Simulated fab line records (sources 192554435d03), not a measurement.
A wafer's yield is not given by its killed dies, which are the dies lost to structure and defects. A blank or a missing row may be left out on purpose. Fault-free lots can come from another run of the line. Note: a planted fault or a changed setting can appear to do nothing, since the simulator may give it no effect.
Which tool did it? || flow n5_finfet || 11 lots with 32 wafers sampled at 5 steps, on a route of 1938 steps

## WHAT THE GAUGES READ, wafer by wafer
N5_BEOL_M4_RC_MEAS_101.
{"lot": "L885", "measured": "day 8 11:52", "on": "prober-02", "DIBL_N (mV/V)": "37.4 35.7", "DIBL_P (mV/V)": "40 38", "IOFF_N (nA/um)": "0.18 0.14", "IOFF_P (nA/um)": "0.24 0.19", "ION_N (uA/um)": "675 666", "ION_P (uA/um)": "466 463", "SS_N (mV/dec)": "71.5 71.5", "SS_P (mV/dec)": "73.8 73.9", "VT_N (mV)": "248 254", "VT_P (mV)": "-248 -252"}
{"lot": "L886", "measured": "day 8 20:26", "on": "prober-01", "DIBL_N (mV/V)": "35.7 33.3 37.1", "DIBL_P (mV/V)": "36 34 38", "IOFF_N (nA/um)": "0.15 0.11 0.18", "IOFF_P (nA/um)": "0.19 0.17 0.24", "ION_N (uA/um)": "673 651 669", "ION_P (uA/um)": "458 455 461", "SS_N (mV/dec)": "71.9 70.6 71.6", "SS_P (mV/dec)": "72.4 71.8 73.8", "VT_N (mV)": "253 255 248", "VT_P (mV)": "-250 -253 -249"}
{"lot": "L887", "measured": "day 8 20:35", "on": "prober-02", "DIBL_N (mV/V)": "37.5 41.0 37.7", "DIBL_P (mV/V)": "38 43 38", "IOFF_N (nA/um)": "0.19 0.31 0.18", "IOFF_P (nA/um)": "0.24 0.37 0.25", "ION_N (uA/um)": "679 711 683", "ION_P (uA/um)": "463 480 469", "SS_N (mV/dec)": "71.3 72.8 72.1", "SS_P (mV/dec)": "73.4 75.0 73.4", "VT_N (mV)": "249 238 248", "VT_P (mV)": "-248 -242 -247"}
{"lot": "L888", "measured": "day 8 23:56", "on": "prober-02", "DIBL_N (mV/V)": "31.0 33.5 33.7", "DIBL_P (mV/V)": "28 33 35", "IOFF_N (nA/um)": "0.08 0.12 0.13", "IOFF_P (nA/um)": "0.12 0.18 0.19", "ION_N (uA/um)": "644 679 672", "ION_P (uA/um)": "452 467 462", "SS_N (mV/dec)": "70.6 69.8 70.2", "SS_P (mV/dec)": "70.8 72.5 73.0", "VT_N (mV)": "259 253 250", "VT_P (mV)": "-255 -251 -250"}
{"lot": "L891", "measured": "day 10 21:11", "on": "prober-01", "DIBL_N (mV/V)": "34.4 38.7 37.1", "DIBL_P (mV/V)": "35 39 37", "IOFF_N (nA/um)": "0.10 0.18 0.14", "IOFF_P (nA/um)": "0.16 0.24 0.20", "ION_N (uA/um)": "657 673 651", "ION_P (uA/um)": "453 467 452", "SS_N (mV/dec)": "70.8 71.8 71.5", "SS_P (mV/dec)": "73.2 74.1 73.1", "VT_N (mV)": "260 247 252", "VT_P (mV)": "-253 -249 -251"}
{"lot": "L896", "measured": "day 11 17:02", "on": "prober-02", "DIBL_N (mV/V)": "37.5 36.4 36.5", "DIBL_P (mV/V)": "37 34 35", "IOFF_N (nA/um)": "0.20 0.16 0.18", "IOFF_P (nA/um)": "0.30 0.23 0.26", "ION_N (uA/um)": "706 689 684", "ION_P (uA/um)": "489 470 479", "SS_N (mV/dec)": "70.9 72.0 71.7", "SS_P (mV/dec)": "73.4 72.9 72.7", "VT_N (mV)": "242 249 249", "VT_P (mV)": "-244 -248 -244"}
{"lot": "L897", "measured": "day 11 19:13", "on": "prober-02", "DIBL_N (mV/V)": "35.8 36.5 38.3", "DIBL_P (mV/V)": "36 37 38", "IOFF_N (nA/um)": "0.13 0.14 0.19", "IOFF_P (nA/um)": "0.21 0.21 0.27", "ION_N (uA/um)": "659 658 682", "ION_P (uA/um)": "465 455 471", "SS_N (mV/dec)": "71.9 71.5 72.0", "SS_P (mV/dec)": "73.3 73.3 74.3", "VT_N (mV)": "256 252 248", "VT_P (mV)": "-249 -250 -248"}
{"lot": "L898", "measured": "day 11 18:13", "on": "prober-01", "DIBL_N (mV/V)": "39.9 39.4 39.4", "DIBL_P (mV/V)": "42 43 43", "IOFF_N (nA/um)": "0.28 0.25 0.26", "IOFF_P (nA/um)": "0.31 0.32 0.32", "ION_N (uA/um)": "702 690 686", "ION_P (uA/um)": "470 468 470", "SS_N (mV/dec)": "72.3 71.7 72.6", "SS_P (mV/dec)": "74.8 75.0 74.6", "VT_N (mV)": "242 246 243", "VT_P (mV)": "-245 -244 -246"}
{"lot": "L901", "measured": "day 12 20:11", "on": "prober-02", "DIBL_N (mV/V)": "34.5 36.0 39.9", "DIBL_P (mV/V)": "35 35 40", "IOFF_N (nA/um)": "0.14 0.14 0.24", "IOFF_P (nA/um)": "0.21 0.20 0.28", "ION_N (uA/um)": "668 668 696", "ION_P (uA/um)": "462 459 475", "SS_N (mV/dec)": "70.9 71.2 71.8", "SS_P (mV/dec)": "73.5 73.8 74.1", "VT_N (mV)": "249 251 244", "VT_P (mV)": "-249 -250 -246"}
{"lot": "L902", "measured": "day 13 00:09", "on": "prober-02", "DIBL_N (mV/V)": "37.6 35.7 37.4", "DIBL_P (mV/V)": "37 34 36", "IOFF_N (nA/um)": "0.19 0.16 0.20", "IOFF_P (nA/um)": "0.24 0.21 0.24", "ION_N (uA/um)": "683 667 685", "ION_P (uA/um)": "463 462 466", "SS_N (mV/dec)": "72.1 71.5 72.0", "SS_P (mV/dec)": "73.9 73.3 73.8", "VT_N (mV)": "249 249 244", "VT_P (mV)": "-249 -250 -250"}
{"lot": "L903", "measured": "day 13 22:40", "on": "prober-02", "DIBL_N (mV/V)": "40.5 38.6 39.9", "DIBL_P (mV/V)": "38 36 38", "IOFF_N (nA/um)": "0.23 0.17 0.21", "IOFF_P (nA/um)": "0.26 0.22 0.25", "ION_N (uA/um)": "684 662 687", "ION_P (uA/um)": "465 460 466", "SS_N (mV/dec)": "72.7 73.0 71.8", "SS_P (mV/dec)": "73.8 73.4 74.0", "VT_N (mV)": "246 250 250", "VT_P (mV)": "-249 -249 -248"}

## WHAT TOOL EACH LOT RAN ON (gives the tool, then ch and the chambers of the sampled wafers, and finally the start)
{"lot": "L885", "N5_BEOL_M3_SPUTTER_86": "pvd_sputter-02, day 7 21:06", "N5_BEOL_M3_ANNEAL_91": "pvd_sputter-02, day 7 21:37", "N5_BEOL_M3_ANNEAL_93": "pvd_sputter-02, day 7 21:50", "N5_BEOL_M3_CO_CAP_55": "cvd_co-02 ch 1,2, day 7 23:25"}
{"lot": "L886", "N5_BEOL_M3_SPUTTER_86": "pvd_sputter-03, day 8 06:16", "N5_BEOL_M3_ANNEAL_91": "pvd_sputter-03, day 8 06:47", "N5_BEOL_M3_ANNEAL_93": "pvd_sputter-03, day 8 07:01", "N5_BEOL_M3_CO_CAP_55": "cvd_co-02 ch 0,1,2, day 8 08:25"}
{"lot": "L887", "N5_BEOL_M3_SPUTTER_86": "pvd_sputter-01, day 8 08:52", "N5_BEOL_M3_ANNEAL_91": "pvd_sputter-01, day 8 09:27", "N5_BEOL_M3_ANNEAL_93": "pvd_sputter-01, day 8 09:42", "N5_BEOL_M3_CO_CAP_55": "cvd_co-02 ch 0,1,2, day 8 10:59"}
{"lot": "L888", "N5_BEOL_M3_SPUTTER_86": "pvd_sputter-01, day 8 10:56", "N5_BEOL_M3_ANNEAL_91": "pvd_sputter-01, day 8 11:31", "N5_BEOL_M3_ANNEAL_93": "pvd_sputter-01, day 8 11:46", "N5_BEOL_M3_CO_CAP_55": "cvd_co-01 ch 0,1,2, day 8 13:05"}
{"lot": "L891", "N5_BEOL_M3_SPUTTER_86": "pvd_sputter-02, day 10 01:58", "N5_BEOL_M3_ANNEAL_91": "pvd_sputter-02, day 10 02:29", "N5_BEOL_M3_ANNEAL_93": "pvd_sputter-02, day 10 02:42", "N5_BEOL_M3_CO_CAP_55": "cvd_co-01 ch 0,1,2, day 10 04:04"}
{"lot": "L896", "N5_BEOL_M3_SPUTTER_86": "pvd_sputter-02, day 11 01:02", "N5_BEOL_M3_ANNEAL_91": "pvd_sputter-02, day 11 01:34", "N5_BEOL_M3_ANNEAL_93": "pvd_sputter-02, day 11 01:47", "N5_BEOL_M3_CO_CAP_55": "cvd_co-02 ch 1,2, day 11 03:07"}
{"lot": "L897", "N5_BEOL_M3_SPUTTER_86": "pvd_sputter-03, day 11 01:44", "N5_BEOL_M3_ANNEAL_91": "pvd_sputter-03, day 11 02:15", "N5_BEOL_M3_ANNEAL_93": "pvd_sputter-03, day 11 02:28", "N5_BEOL_M3_CO_CAP_55": "cvd_co-01 ch 0,1,2, day 11 03:41"}
{"lot": "L898", "N5_BEOL_M3_SPUTTER_86": "pvd_sputter-03, day 11 06:08", "N5_BEOL_M3_ANNEAL_91": "pvd_sputter-03, day 11 06:40", "N5_BEOL_M3_ANNEAL_93": "pvd_sputter-03, day 11 06:53", "N5_BEOL_M3_CO_CAP_55": "cvd_co-02 ch 0,1,2, day 11 08:08"}
{"lot": "L901", "N5_BEOL_M3_SPUTTER_86": "pvd_sputter-02, day 12 10:44", "N5_BEOL_M3_ANNEAL_91": "pvd_sputter-02, day 12 11:15", "N5_BEOL_M3_ANNEAL_93": "pvd_sputter-02, day 12 11:28", "N5_BEOL_M3_CO_CAP_55": "cvd_co-02 ch 0,1,2, day 12 12:43"}
{"lot": "L902", "N5_BEOL_M3_SPUTTER_86": "pvd_sputter-01, day 12 11:14", "N5_BEOL_M3_ANNEAL_91": "pvd_sputter-01, day 12 11:45", "N5_BEOL_M3_ANNEAL_93": "pvd_sputter-01, day 12 11:58", "N5_BEOL_M3_CO_CAP_55": "cvd_co-02 ch 0,1,2, day 12 13:12"}
{"lot": "L903", "N5_BEOL_M3_SPUTTER_86": "pvd_sputter-02, day 12 22:02", "N5_BEOL_M3_ANNEAL_91": "pvd_sputter-02, day 12 22:33", "N5_BEOL_M3_ANNEAL_93": "pvd_sputter-02, day 12 22:46", "N5_BEOL_M3_CO_CAP_55": "cvd_co-02 ch 1,2, day 13 00:03"}
- N5_BEOL_M3_SPUTTER_86: material Cu, target thk 4.5 nm, time 8.29 s.
- N5_BEOL_M3_ANNEAL_91: time 240 s.
- N5_BEOL_M3_ANNEAL_93: time 240 s.
- N5_BEOL_M3_CO_CAP_55: material Co, precursor CCTBA/H2, target thk 2 nm, time 102.1 s.

## WHAT THE TOOLS THEMSELVES READ (means of the sampled wafers that have a number; where no wafer has one, the mark that the record gives instead)
N5_BEOL_M3_SPUTTER_86.
{"lot": "L885", "tool": "pvd_sputter-02", "substrate_temp_c (C)": -19.92, "throttle_valve_pct (%)": 30.6}
{"lot": "L886", "tool": "pvd_sputter-03", "substrate_temp_c (C)": -20.00, "throttle_valve_pct (%)": 30.5}
{"lot": "L887", "tool": "pvd_sputter-01", "substrate_temp_c (C)": -19.91, "throttle_valve_pct (%)": 29.7}
{"lot": "L888", "tool": "pvd_sputter-01", "substrate_temp_c (C)": -19.99, "throttle_valve_pct (%)": 30.1}
{"lot": "L891", "tool": "pvd_sputter-02", "substrate_temp_c (C)": -20.00, "throttle_valve_pct (%)": 29.6}
{"lot": "L896", "tool": "pvd_sputter-02", "substrate_temp_c (C)": -20.06, "throttle_valve_pct (%)": 29.5}
{"lot": "L897", "tool": "pvd_sputter-03", "substrate_temp_c (C)": -19.97, "throttle_valve_pct (%)": 28.9}
{"lot": "L898", "tool": "pvd_sputter-03", "substrate_temp_c (C)": -19.85, "throttle_valve_pct (%)": 28.9}
{"lot": "L901", "tool": "pvd_sputter-02", "substrate_temp_c (C)": -19.96, "throttle_valve_pct (%)": 29.9}
{"lot": "L902", "tool": "pvd_sputter-01", "substrate_temp_c (C)": -19.99, "throttle_valve_pct (%)": 30.2}
{"lot": "L903", "tool": "pvd_sputter-02", "substrate_temp_c (C)": -19.93, "throttle_valve_pct (%)": 30.3}

N5_BEOL_M3_ANNEAL_91.
{"lot": "L885", "tool": "pvd_sputter-02", "heater_power_w (W)": 762}
{"lot": "L886", "tool": "pvd_sputter-03", "heater_power_w (W)": 785}
{"lot": "L887", "tool": "pvd_sputter-01", "heater_power_w (W)": 801}
{"lot": "L888", "tool": "pvd_sputter-01", "heater_power_w (W)": 870}
{"lot": "L891", "tool": "pvd_sputter-02", "heater_power_w (W)": 834}
{"lot": "L896", "tool": "pvd_sputter-02", "heater_power_w (W)": 849}
{"lot": "L897", "tool": "pvd_sputter-03", "heater_power_w (W)": 824}
{"lot": "L898", "tool": "pvd_sputter-03", "heater_power_w (W)": 825}
{"lot": "L901", "tool": "pvd_sputter-02", "heater_power_w (W)": 792}
{"lot": "L902", "tool": "pvd_sputter-01", "heater_power_w (W)": 874}
{"lot": "L903", "tool": "pvd_sputter-02", "heater_power_w (W)": 789}

N5_BEOL_M3_ANNEAL_93.
{"lot": "L885", "tool": "pvd_sputter-02", "heater_power_w (W)": 762}
{"lot": "L886", "tool": "pvd_sputter-03", "heater_power_w (W)": 767}
{"lot": "L887", "tool": "pvd_sputter-01", "heater_power_w (W)": 814}
{"lot": "L888", "tool": "pvd_sputter-01", "heater_power_w (W)": 861}
{"lot": "L891", "tool": "pvd_sputter-02", "heater_power_w (W)": 838}
{"lot": "L896", "tool": "pvd_sputter-02", "heater_power_w (W)": 857}
{"lot": "L897", "tool": "pvd_sputter-03", "heater_power_w (W)": 813}
{"lot": "L898", "tool": "pvd_sputter-03", "heater_power_w (W)": 809}
{"lot": "L901", "tool": "pvd_sputter-02", "heater_power_w (W)": 796}
{"lot": "L902", "tool": "pvd_sputter-01", "heater_power_w (W)": 852}
{"lot": "L903", "tool": "pvd_sputter-02", "heater_power_w (W)": 781}

N5_BEOL_M3_CO_CAP_55.
{"lot": "L885", "tool": "cvd_co-02", "heater_power_w (W)": 223, "run_length_s (s)": 124.8}
{"lot": "L886", "tool": "cvd_co-02", "heater_power_w (W)": 220, "run_length_s (s)": 143.5}
{"lot": "L887", "tool": "cvd_co-02", "heater_power_w (W)": 219, "run_length_s (s)": 143.6}
{"lot": "L888", "tool": "cvd_co-01", "heater_power_w (W)": 265, "run_length_s (s)": 125.4}
{"lot": "L891", "tool": "cvd_co-01", "heater_power_w (W)": 269, "run_length_s (s)": 125.2}
{"lot": "L896", "tool": "cvd_co-02", "heater_power_w (W)": 224, "run_length_s (s)": 124.6}
{"lot": "L897", "tool": "cvd_co-01", "heater_power_w (W)": 269, "run_length_s (s)": 125.3}
{"lot": "L898", "tool": "cvd_co-02", "heater_power_w (W)": 218, "run_length_s (s)": 124.9}
{"lot": "L901", "tool": "cvd_co-02", "heater_power_w (W)": 218, "run_length_s (s)": 125.1}
{"lot": "L902", "tool": "cvd_co-02", "heater_power_w (W)": 221, "run_length_s (s)": 125.0}
{"lot": "L903", "tool": "cvd_co-02", "heater_power_w (W)": 223, "run_length_s (s)": 124.7}

## THE ANSWER, worked out from the rows above alone
Rule: what is usual is taken from the lots themselves. The widest of any qualifying gaps counts: lots, ordered by their means at a reading, are off when they make up no more than a third of the lots, leave a main group of 4 or more, and stand apart from it by 3 or more times the standard deviation of that group's means. The tables above print the reading to a certain number of digits; a main group whose means all agree to those digits is not used. A lot without any number at a reading at which 4 lots or more have one is off too. The other lots that the step has rows for count as sound. After the gauges, taken in route order, come the tools' own readings; for these a lot's mean is taken, as printed above. At the first step where some lot is off, the reading lying furthest off is the one used; lots without a number count as furthest.
Off at N5_BEOL_M3_CO_CAP_55 (run_length_s): L886, L887. Main group: mean 125.0 s, sd 0.26.
A tool fits if, at that step or a process step before it, it ran every lot that is off, and no sound lot after the first of them. Not one of the candidates tried fits.

## WHAT WAS PUT IN BY THE SIMULATOR
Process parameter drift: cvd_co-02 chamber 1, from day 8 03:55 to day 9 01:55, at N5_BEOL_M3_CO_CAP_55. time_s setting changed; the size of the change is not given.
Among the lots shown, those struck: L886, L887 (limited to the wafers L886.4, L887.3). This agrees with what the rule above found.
